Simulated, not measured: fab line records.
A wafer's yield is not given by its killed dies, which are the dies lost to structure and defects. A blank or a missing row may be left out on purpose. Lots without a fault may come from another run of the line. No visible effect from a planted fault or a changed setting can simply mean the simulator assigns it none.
Chamber matching / flow n5-finfet / 4 sister chambers for N5_SD_EPI_N_ETCH_34 on rie-diel-06
The step etches SiARC in CF4, target depth 45.5 nm, time 75.8 s. 8 wafers are shown with their chamber, then 11 later ones without.

## WAFERS, EACH WITH ITS CHAMBER
wafer=L077.4; chamber=3; showerhead-plenum-p-Torr (Torr)=2.25; throttle-valve-pct (%)=15.66
wafer=L081.3; chamber=2; showerhead-plenum-p-Torr (Torr)=2.04; throttle-valve-pct (%)=15.64
wafer=L087.4; chamber=3; showerhead-plenum-p-Torr (Torr)=2.25; throttle-valve-pct (%)=15.67
wafer=L087.6; chamber=2; showerhead-plenum-p-Torr (Torr)=2.04; throttle-valve-pct (%)=15.66
wafer=L088.1; chamber=0; showerhead-plenum-p-Torr (Torr)=2.23; throttle-valve-pct (%)=15.54
wafer=L088.5; chamber=0; showerhead-plenum-p-Torr (Torr)=2.23; throttle-valve-pct (%)=15.55
wafer=L088.6; chamber=1; showerhead-plenum-p-Torr (Torr)=2.14; throttle-valve-pct (%)=15.98
wafer=L092.1; chamber=1; showerhead-plenum-p-Torr (Torr)=2.13; throttle-valve-pct (%)=16.00

## WAFERS WHOSE CHAMBER IS MISSING
wafer=L092.2; showerhead-plenum-p-Torr (Torr)=2.04; throttle-valve-pct (%)=15.66
wafer=L092.4; showerhead-plenum-p-Torr (Torr)=2.04; throttle-valve-pct (%)=15.67
wafer=L093.1; showerhead-plenum-p-Torr (Torr)=2.24; throttle-valve-pct (%)=15.71
wafer=L093.3; showerhead-plenum-p-Torr (Torr)=2.13; throttle-valve-pct (%)=16.02
wafer=L093.4; showerhead-plenum-p-Torr (Torr)=2.22; throttle-valve-pct (%)=15.58
wafer=L094.1; showerhead-plenum-p-Torr (Torr)=2.04; throttle-valve-pct (%)=15.68
wafer=L094.3; showerhead-plenum-p-Torr (Torr)=2.24; throttle-valve-pct (%)=15.70
wafer=L094.6; showerhead-plenum-p-Torr (Torr)=2.22; throttle-valve-pct (%)=15.56
wafer=L097.1; showerhead-plenum-p-Torr (Torr)=2.13; throttle-valve-pct (%)=16.03
wafer=L097.4; showerhead-plenum-p-Torr (Torr)=2.22; throttle-valve-pct (%)=15.59
wafer=L097.6; showerhead-plenum-p-Torr (Torr)=2.13; throttle-valve-pct (%)=16.05

## THE CHAMBER EACH PASSED THROUGH
wafer=L092.2; from the rows above=2; in truth=2
wafer=L092.4; from the rows above=2; in truth=2
wafer=L093.1; from the rows above=3; in truth=3
wafer=L093.3; from the rows above=1; in truth=1
wafer=L093.4; from the rows above=0; in truth=0
wafer=L094.1; from the rows above=2; in truth=2
wafer=L094.3; from the rows above=3; in truth=3
wafer=L094.6; from the rows above=0; in truth=0
wafer=L097.1; from the rows above=1; in truth=1
wafer=L097.4; from the rows above=0; in truth=0
wafer=L097.6; from the rows above=1; in truth=1
Correct placement for 11 of the 11. Can't be placed from these rows: 0. Number placed wrongly: 0.
How it was worked out, from the rows above alone: a wafer's distance from a chamber is the root of the sum, over the readings, of the square of ((its reading less the chamber's mean) divided by the reading's scatter). The wafer belongs to the nearest chamber; if the next one is less than 2 further off, it can't be placed. Each chamber's mean is taken over the wafers shown for it. The scatter: take each reading less its chamber's mean, square it, sum over the shown wafers, divide by the number of wafers less the number of chambers, and take the root.
